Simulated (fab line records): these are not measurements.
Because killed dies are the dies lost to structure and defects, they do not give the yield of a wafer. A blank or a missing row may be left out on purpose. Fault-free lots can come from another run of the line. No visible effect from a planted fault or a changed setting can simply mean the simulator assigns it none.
Split-lot study / flow n5Finfet / 21 wafers read across 7 lots, on a route 1938 steps long

THE SPLIT ITSELF
At N5_HKMG_FIN_ETCH_31 (etches SiARC in CF4, target depth 45.5 nm, time 75.8 s), the setting biasW was moved away from the recipe's 36 W on 5 of the 21 wafers read, by -14.9% to +17.5%. For the rest of the wafers, this setting stayed at what the recipe calls for.

The reading comes from the split's own step.

THE READING
rfVppV, in V, at N5_HKMG_FIN_ETCH_31 (etches SiARC in CF4, target depth 45.5 nm, time 75.8 s). Fault-free wafers of this fab line usually give 184.0 V, standard deviation 1.1 V.

wafer=L075.1; tool, chamber at the split=rieDiel-02, 0; biasW as run, W=36; against the recipe=recipe; rfVppV, V=183.8; against lot-mates on the recipe=-
wafer=L075.2; tool, chamber at the split=rieDiel-02, 2; biasW as run, W=36; against the recipe=recipe; rfVppV, V=185.5; against lot-mates on the recipe=-
wafer=L075.6; tool, chamber at the split=rieDiel-02, 0; biasW as run, W=36; against the recipe=recipe; rfVppV, V=182.9; against lot-mates on the recipe=-
wafer=L077.2; tool, chamber at the split=rieDiel-05, 2; biasW as run, W=36; against the recipe=recipe; rfVppV, V=185.9; against lot-mates on the recipe=-
wafer=L077.5; tool, chamber at the split=rieDiel-05, 2; biasW as run, W=36; against the recipe=recipe; rfVppV, V=183.8; against lot-mates on the recipe=-
wafer=L077.6; tool, chamber at the split=rieDiel-05, 1; biasW as run, W=36; against the recipe=recipe; rfVppV, V=184.8; against lot-mates on the recipe=-
wafer=L081.1; tool, chamber at the split=rieDiel-01, 1; biasW as run, W=42.29; against the recipe=+17.5%; rfVppV, V=206.0; against lot-mates on the recipe=no lot-mate on the recipe
wafer=L081.3; tool, chamber at the split=rieDiel-01, 3; biasW as run, W=42.29; against the recipe=+17.5%; rfVppV, V=204.0; against lot-mates on the recipe=no lot-mate on the recipe
wafer=L081.6; tool, chamber at the split=rieDiel-01, 0; biasW as run, W=42.29; against the recipe=+17.5%; rfVppV, V=202.9; against lot-mates on the recipe=no lot-mate on the recipe
wafer=L083.3; tool, chamber at the split=rieDiel-02, 0; biasW as run, W=36; against the recipe=recipe; rfVppV, V=184.4; against lot-mates on the recipe=-
wafer=L083.4; tool, chamber at the split=rieDiel-02, 1; biasW as run, W=36; against the recipe=recipe; rfVppV, V=181.8; against lot-mates on the recipe=-
wafer=L083.5; tool, chamber at the split=rieDiel-02, 0; biasW as run, W=40.46; against the recipe=+12.4%; rfVppV, V=199.4; against lot-mates on the recipe=+16.3
wafer=L084.1; tool, chamber at the split=rieDiel-02, 3; biasW as run, W=36; against the recipe=recipe; rfVppV, V=184.9; against lot-mates on the recipe=-
wafer=L084.5; tool, chamber at the split=rieDiel-02, 2; biasW as run, W=36; against the recipe=recipe; rfVppV, V=184.9; against lot-mates on the recipe=-
wafer=L084.6; tool, chamber at the split=rieDiel-02, 3; biasW as run, W=36; against the recipe=recipe; rfVppV, V=182.0; against lot-mates on the recipe=-
wafer=L095.1; tool, chamber at the split=rieDiel-01, 2; biasW as run, W=36; against the recipe=recipe; rfVppV, V=185.1; against lot-mates on the recipe=-
wafer=L095.2; tool, chamber at the split=rieDiel-01, 1; biasW as run, W=36; against the recipe=recipe; rfVppV, V=185.5; against lot-mates on the recipe=-
wafer=L095.3; tool, chamber at the split=rieDiel-01, 3; biasW as run, W=36; against the recipe=recipe; rfVppV, V=184.2; against lot-mates on the recipe=-
wafer=L096.1; tool, chamber at the split=rieDiel-05, 3; biasW as run, W=30.64; against the recipe=-14.9%; rfVppV, V=166.1; against lot-mates on the recipe=-18.8
wafer=L096.4; tool, chamber at the split=rieDiel-05, 3; biasW as run, W=36; against the recipe=recipe; rfVppV, V=185.3; against lot-mates on the recipe=-
wafer=L096.6; tool, chamber at the split=rieDiel-05, 2; biasW as run, W=36; against the recipe=recipe; rfVppV, V=184.6; against lot-mates on the recipe=-

FIT RESULTS
A straight line over all 21 wafers: rfVppV changes by +1.17 V for each +1% of biasW; r = +0.99; the points scatter about the line by 1.2 V.
The same after taking each lot's own level away (the mean of its wafers on the recipe; 18 wafers): +1.29 V for each +1%; r = +0.99; scatter 1 V.
Per that fit: largest biasW move, reading shift of 22 V.
The span of the lots' own levels, 183.10 to 184.95 V, comes to 1.7 times the standard deviation stated above.
Hence the lot-to-lot level has little effect on the slope; both slopes agree.
Check: -19.6 V against its lot-mates is what the line predicts for one of the wafers moved furthest among these (-14.9%) when that wafer is left out of the fit. Against them it came out at -18.8 V.
Tool readings at the split's step, against how far the setting was moved: rfVppV r = +0.99.

OTHER SPLITS ON THESE WAFERS
Note: prior to the reading, these wafers also went through further splits. Each is held against what the fit with the lots' levels taken away leaves over:
other split on the same wafers=N5_SD_EPI_N_PEB_07 pebTempC; wafers away from the commonest value=5; r with rfVppV (lot level and that fit taken away)=+0.14
other split on the same wafers=N5_SD_EPI_P_PEB_07 pebTimeS; wafers away from the commonest value=12; r with rfVppV (lot level and that fit taken away)=-0.22
other split on the same wafers=N5_SD_EPI_P_ETCH_36 biasW; wafers away from the commonest value=5; r with rfVppV (lot level and that fit taken away)=-0.05
other split on the same wafers=N5_SDB_ETCH_18 sourceW; wafers away from the commonest value=7; r with rfVppV (lot level and that fit taken away)=+0.11

FILE'S OWN FIT
rfVppV changes by +1.29 V for each +1% of biasW, r = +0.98.
